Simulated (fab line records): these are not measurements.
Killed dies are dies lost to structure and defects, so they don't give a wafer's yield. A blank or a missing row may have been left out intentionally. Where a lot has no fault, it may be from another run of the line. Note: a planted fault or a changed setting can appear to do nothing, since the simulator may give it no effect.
What tool caused it? -- flow nand-harc -- Sampling: 12 lots, 36 wafers, 4 of 1159 route steps

== WHAT THE GAUGES READ, wafer by wafer ==
NHARC_A_SGD_CUT_OVL_MEAS_10. Usual: overlay-x-nm -0.4 nm, standard deviation 0.91; overlay-y-nm -0.2 nm, standard deviation 0.61.
lot,measured,on,overlay-x-nm (nm),overlay-y-nm (nm),flag
L187,day 13 23:29,overlay-02,1.1 0.6 1.3,0.4 0.9 1.4,
L188,day 13 23:47,overlay-02,1.3 1.7 1.3,-0.5 -1.2 -0.9,
L191,day 14 19:23,overlay-02,-0.2 -0.5 -0.8,-0.7 -0.6 -0.8,
L193,day 15 07:18,overlay-01,-0.5 -0.7 -0.2,0.1 -0.1 -0.2,
L194,day 15 21:59,overlay-01,-1.5 -0.7 -0.8,0.4 0.6 0.5,
L196,day 16 04:38,overlay-01,-1.6 -1.9 -1.9,0.4 -0.2 0.9,
L200,day 16 19:18,overlay-02,-0.1 -1.0 -0.7,-0.4 -0.3 -0.7,
L204,day 17 16:37,overlay-01,18.6 18.5 19.1,0.5 0.4 0.8,OFF
L205,day 18 03:11,overlay-01,17.0 17.0 16.2,0.0 -1.1 0.2,OFF
L207,day 18 17:01,overlay-01,0.0 -0.3 -0.6,-1.6 -1.4 -0.9,
L208,day 19 06:32,overlay-02,0.1 0.2 0.5,0.3 0.0 -0.1,
L210,day 19 07:02,overlay-02,-1.4 -1.3 -1.8,0.0 0.5 0.0,

== TOOL THAT RAN EACH LOT (tool first, then ch and the chambers of the sampled wafers, then the start) ==
lot,NHARC_A_STAIRCASE_CMP_450,NHARC_A_STAIRCASE_STRIP_475,NHARC_A_SGD_CUT_EXPOSE_06
L187,"cmp-03 ch 1,2, day 13 20:48","rie-diel-01 ch 0,2,3, day 13 23:16 or earlier","arfi-scanner-03 ch 0, day 13 23:16"
L188,"cmp-04 ch 0,2,3, day 13 21:05","rie-diel-01 ch 1,2,3, day 13 23:34 or earlier","arfi-scanner-02 ch 0, day 13 23:34"
L191,"cmp-03 ch 0,1,3, day 14 16:45","rie-diel-01 ch 0,1, day 14 19:10 or earlier","arfi-scanner-03 ch 0, day 14 19:10"
L193,"cmp-02 ch 0,2,3, day 15 04:03","rie-diel-11 ch 0,1,2, day 15 07:04 or earlier","arfi-scanner-01 ch 0, day 15 07:04"
L194,"cmp-02 ch 0,3, day 15 17:18","rie-diel-13 ch 0,1,3, day 15 21:46 or earlier","arfi-scanner-01 ch 0, day 15 21:46"
L196,"cmp-04 ch 0,1,2, day 16 01:57","rie-diel-11 ch 1,2,3, day 16 04:24 or earlier","arfi-scanner-02 ch 0, day 16 04:24"
L200,"cmp-04 ch 0,2, day 16 16:46","rie-diel-11 ch 1,2,3, day 16 19:04 or earlier","arfi-scanner-02 ch 0, day 16 19:04"
L204,"cmp-02 ch 1,3, day 17 13:56","rie-diel-11 ch 0,2, day 17 16:23 or earlier","arfi-scanner-03 ch 0, day 17 16:23"
L205,"cmp-04 ch 0,1,2, day 18 00:31","rie-diel-11 ch 1,2,3, day 18 02:58 or earlier","arfi-scanner-03 ch 0, day 18 02:58"
L207,"cmp-04 ch 1,3, day 18 14:12","rie-diel-01 ch 0,2,3, day 18 16:47 or earlier","arfi-scanner-02 ch 0, day 18 16:47"
L208,"cmp-04 ch 0,1,3, day 19 03:58","rie-diel-11 ch 1,2,3, day 19 06:19 or earlier","arfi-scanner-01 ch 0, day 19 06:19"
L210,"cmp-03 ch 0,2, day 19 04:28","rie-diel-13 ch 0,1, day 19 06:48 or earlier","arfi-scanner-01 ch 0, day 19 06:48"
- NHARC_A_STAIRCASE_CMP_450: polishes SiO2, target thk 200 nm.
- NHARC_A_STAIRCASE_STRIP_475: strips in O2, time 20 s.
- NHARC_A_SGD_CUT_EXPOSE_06: exposes mask SGD.

== AS READ BY THE TOOLS THEMSELVES (means over the sampled wafers that have a number; for cases with no such wafer, the mark the record gives instead) ==
NHARC_A_STAIRCASE_CMP_450. Usual: 11.5 A for motor-current-A, sd 1.
lot,tool,motor-current-A (A),flag
L187,cmp-03,11.5,
L188,cmp-04,11.0,
L191,cmp-03,12.4,
L193,cmp-02,11.8,
L194,cmp-02,12.2,
L196,cmp-04,11.1,
L200,cmp-04,11.6,
L204,cmp-02,12.6,
L205,cmp-04,11.1,
L207,cmp-04,10.4,
L208,cmp-04,11.3,
L210,cmp-03,12.2,

NHARC_A_STAIRCASE_STRIP_475. Usual: drypump-motor-current-A 5.7 A, standard deviation 0.41; oes-product-au 1.002 a.u., standard deviation 0.014; rf-vpp-V 57.9 V, standard deviation 0.82; showerhead-plenum-p-Torr 3.55 Torr, standard deviation 0.13; throttle-valve-pct 17.037 %, standard deviation 0.0092.
lot,tool,drypump-motor-current-A (A),oes-product-au (a.u.),rf-vpp-V (V),showerhead-plenum-p-Torr (Torr),throttle-valve-pct (%),flag
L187,rie-diel-01,5.8,1.003,58.0,3.62,17.038,
L188,rie-diel-01,5.9,1.013,58.3,3.54,17.042,
L191,rie-diel-01,5.6,0.977,57.4,3.50,17.046,
L193,rie-diel-11,5.6,1.004,57.1,3.51,17.034,
L194,rie-diel-13,5.9,1.009,58.0,3.59,17.038,
L196,rie-diel-11,5.7,0.996,57.7,3.49,17.046,
L200,rie-diel-11,5.7,0.994,57.6,3.49,17.040,
L204,rie-diel-11,5.5,0.997,58.2,3.49,17.033,
L205,rie-diel-11,5.7,0.991,57.6,3.49,17.038,
L207,rie-diel-01,5.8,0.993,58.1,3.60,17.042,
L208,rie-diel-11,5.7,0.994,56.5,3.48,17.034,
L210,rie-diel-13,6.3,1.021,57.3,3.68,17.043,

== THE ANSWER, worked out from the rows above alone ==
Rule: lot off if the mean of its wafers having a number is beyond 3 standard deviations from the usual mean. A lot without any number at a reading at which 4 lots or more have one is off too. The other lots that the step has rows for count as sound. Order of review: gauges by route order, followed by the tools' own readings, for which a lot's mean as printed above is used. At the first step where some lot is off, the reading lying furthest off is the one used; lots without a number count as furthest.
Off: L204, L205 (NHARC_A_SGD_CUT_OVL_MEAS_10, overlay-x-nm).
If a tool, at a process step before that reading, ran all the lots that are off and no sound lot after the first of them, it fits. Those tools and the gauges at NHARC_A_SGD_CUT_OVL_MEAS_10 are tried in the same way. With no start given for some of its lots, NHARC_A_STAIRCASE_STRIP_475 uses the hours and lot order of NHARC_A_SGD_CUT_EXPOSE_06. One candidate fits, namely arfi-scanner-03 at NHARC_A_SGD_CUT_EXPOSE_06. A fault onset in the window from L191 (day 14 19:10, its last sound lot) to L204 (day 17 16:23, its first lot off) fits.

== WHAT THE SIMULATOR PUT IN ==
Scanner matching overlay: arfi-scanner-03, from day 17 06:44 on, at NHARC_A_SGD_CUT_EXPOSE_06. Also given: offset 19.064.
Lots struck among those shown: L204, L205. Same finding as the rule above.
